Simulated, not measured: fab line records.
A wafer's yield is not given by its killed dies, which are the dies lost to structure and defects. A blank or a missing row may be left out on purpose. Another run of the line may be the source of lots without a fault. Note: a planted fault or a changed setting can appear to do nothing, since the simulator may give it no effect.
Which of the tools did it? || flow nand harc || 18 wafers from 6 lots sampled at 5 of the route's 1159 steps

WHAT EACH GAUGE READ, for each wafer
NHARC_END_SORT_01.
{"lot": "L156", "measured": "day 20 05:04", "on": "prober-02", "killed at array": "43 30 43"}
{"lot": "L163", "measured": "day 22 03:17", "on": "prober-01", "killed at array": "17 19 16"}
{"lot": "L164", "measured": "day 22 03:14", "on": "prober-02", "killed at array": "30 28 27"}
{"lot": "L169", "measured": "day 23 20:19", "on": "prober-01", "killed at array": "36 33 37"}
{"lot": "L173", "measured": "day 24 21:12", "on": "prober-01", "killed at array": "14 13 14"}
{"lot": "L174", "measured": "day 24 08:04", "on": "prober-02", "killed at array": "30 46 36"}

WHICH TOOL RAN EACH LOT (tool, then ch and the chambers of the sampled wafers, then the start)
{"lot": "L156", "NHARC_P_GATE_DESCUM_93": "rie diel-12 ch 0,1, day 6 06:25", "NHARC_P_GATE_STRIP_113": "plasma asher-02 ch 0,1, day 6 06:54", "NHARC_P_GATE_STRIP_95": "plasma asher-02 ch 0,1, day 6 07:31", "NHARC_P_GATE_STRIP_96": "wet bench-07 ch 0,2,3, day 6 07:44"}
{"lot": "L163", "NHARC_P_GATE_DESCUM_93": "rie diel-11 ch 2,3, day 8 04:22", "NHARC_P_GATE_STRIP_113": "plasma asher-02 ch 0,1, day 8 04:56", "NHARC_P_GATE_STRIP_95": "plasma asher-02 ch 0,1, day 8 05:39", "NHARC_P_GATE_STRIP_96": "wet bench-01 ch 1,6,7, day 8 05:54"}
{"lot": "L164", "NHARC_P_GATE_DESCUM_93": "rie diel-03 ch 1,3, day 8 16:32", "NHARC_P_GATE_STRIP_113": "plasma asher-01 ch 0, day 8 17:53", "NHARC_P_GATE_STRIP_95": "plasma asher-01 ch 0, day 8 18:29", "NHARC_P_GATE_STRIP_96": "wet bench-07 ch 0,6,7, day 8 18:43"}
{"lot": "L169", "NHARC_P_GATE_DESCUM_93": "rie diel-11 ch 1,2,3, day 9 16:45", "NHARC_P_GATE_STRIP_113": "plasma asher-02 ch 0,1, day 9 17:14", "NHARC_P_GATE_STRIP_95": "plasma asher-02 ch 0,1, day 9 17:50", "NHARC_P_GATE_STRIP_96": "wet bench-01 ch 3,5,7, day 9 18:04"}
{"lot": "L173", "NHARC_P_GATE_DESCUM_93": "rie diel-03 ch 0,2,3, day 10 11:25", "NHARC_P_GATE_STRIP_113": "plasma asher-02 ch 0,1, day 10 11:53", "NHARC_P_GATE_STRIP_95": "plasma asher-02 ch 0,1, day 10 12:30", "NHARC_P_GATE_STRIP_96": "wet bench-07 ch 1,3,6, day 10 12:42"}
{"lot": "L174", "NHARC_P_GATE_DESCUM_93": "rie diel-12 ch 0,2, day 10 20:18", "NHARC_P_GATE_STRIP_113": "plasma asher-01 ch 0, day 10 20:47", "NHARC_P_GATE_STRIP_95": "plasma asher-01 ch 0, day 10 21:23", "NHARC_P_GATE_STRIP_96": "wet bench-07 ch 0,4,6, day 10 21:36"}
- NHARC_P_GATE_DESCUM_93: chemistry O2, time 3 s.
- NHARC_P_GATE_STRIP_113: strips in N2/H2, time 740 s.
- NHARC_P_GATE_STRIP_95: strips in O2.
- NHARC_P_GATE_STRIP_96: strips in SPM, time 900 s.

THE ANSWER, worked out from the rows above alone
Rule: the usual values come from the lots themselves. The widest of any qualifying gaps counts: lots, ordered by their means at a reading, are off when they make up no more than a third of the lots, leave a main group of 4 or more, and stand apart from it by 3 or more times the standard deviation of that group's means. Not used: any main group whose means are identical at the precision the tables above print for the reading. Also off: a lot with no number at a reading for which 4 or more lots have one. The other lots that the step has rows for count as sound.
No lot is off at any reading shown: from this, nothing can be told.

WHAT THE SIMULATOR HAD INSERTED
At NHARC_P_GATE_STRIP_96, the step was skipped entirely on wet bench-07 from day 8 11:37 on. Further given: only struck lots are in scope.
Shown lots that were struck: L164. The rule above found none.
